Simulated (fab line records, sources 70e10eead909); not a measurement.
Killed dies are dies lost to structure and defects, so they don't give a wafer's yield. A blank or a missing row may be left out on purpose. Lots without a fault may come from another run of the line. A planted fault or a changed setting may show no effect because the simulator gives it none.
A struck lot beside a sound one | flow nand_harc | 14 steps out of a route of 1302
Sound: wafers L247.4, L247.5, L247.6. Struck: wafers L240.4, L240.5, L240.6. The cause comes at the end.
At each step with rows: each side's tool, then ch and its chambers, then its first start. Under that, the readings that differ: sound wafers | struck wafers | difference of the means | sigmas: that difference in standard deviations of wafers without a fault.
alike: readings whose means differ by less than 2 such deviations, and words and numbers that are the same on both sides. not compared: withheld readings, readings that some wafer has no value for, bounds like >300 that may hide the same value, and numbers for which the record gives no deviation and whose values overlap.
The two part at a step that has a row with sigmas, a row that says differs or no value, or rows on one side only. Numbers that don't overlap but have no deviation are shown without sigmas and don't part them. A reading that every wafer of one side lacks parts them only if that side has two wafers or more.

first, 1 step without rows for these wafers: NHARC_A_CONTACT_STRIP_83 (strips in post etch residue remover, time 600 s).
NHARC_A_CONTACT_DEP_84: deposits aC, target thk 2800 nm.
  sound on acl_dep-01 ch 0, day 30 04:49; struck on acl_dep-03 ch 0, day 26 10:25
  reading              | sound                | struck | difference                    | sigmas
  susceptor_temp_C (C) | 400.01 400.24 399.81 | - - -  | no value on the struck wafers |
  alike: throttle_valve_pct
NHARC_A_CONTACT_DEP_85: deposits SiON, target thk 60 nm.
  sound on pecvd-01 ch 0,1,2, day 30 05:46; struck on pecvd-02 ch 0,1,2, day 26 11:22
  alike: heater_power_outer_w, heater_power_w, susceptor_temp_C
then, 9 steps without rows for these wafers: NHARC_A_CONTACT_DEHYDRATE_00 (time 120 s); NHARC_A_CONTACT_HMDS_01 (time 30 s); NHARC_A_CONTACT_COAT_86 (time 75 s); NHARC_A_CONTACT_COAT_87 (time 65 s); NHARC_A_CONTACT_COAT_02 (resist thk 90 nm); NHARC_A_CONTACT_SOFTBAKE_03 (time 55 s); NHARC_A_CONTACT_EBR_04; NHARC_A_CONTACT_EXPOSE_05 (exposes mask A CC); NHARC_A_CONTACT_PEB_06 (peb time 65 s).
NHARC_A_CONTACT_DEVELOP_07: develop time 35 s.
  sound on litho_track-01 ch 0, day 30 06:00; struck on litho_track-04, day 26 11:00
  no value came back on the struck wafers for chill_plate_temp_C (C), develop_time_s (s); on the sound wafers chill_plate_temp_C (C) reads 23.04 23.02 23.04
NHARC_A_CONTACT_CD_MEAS_08: target cd 200 nm.
  sound on cd_sem-01 ch 0, day 30 06:25; struck on cd_sem-02 ch 0, day 26 12:01
  reading    | sound             | struck | difference                    | sigmas
  cd_nm (nm) | 199.0 200.3 199.8 | - - -  | no value on the struck wafers |

WHERE THEY PART
First at NHARC_A_CONTACT_DEP_84; last, within this record, at NHARC_A_CONTACT_CD_MEAS_08.

WHY: what the simulator had put in
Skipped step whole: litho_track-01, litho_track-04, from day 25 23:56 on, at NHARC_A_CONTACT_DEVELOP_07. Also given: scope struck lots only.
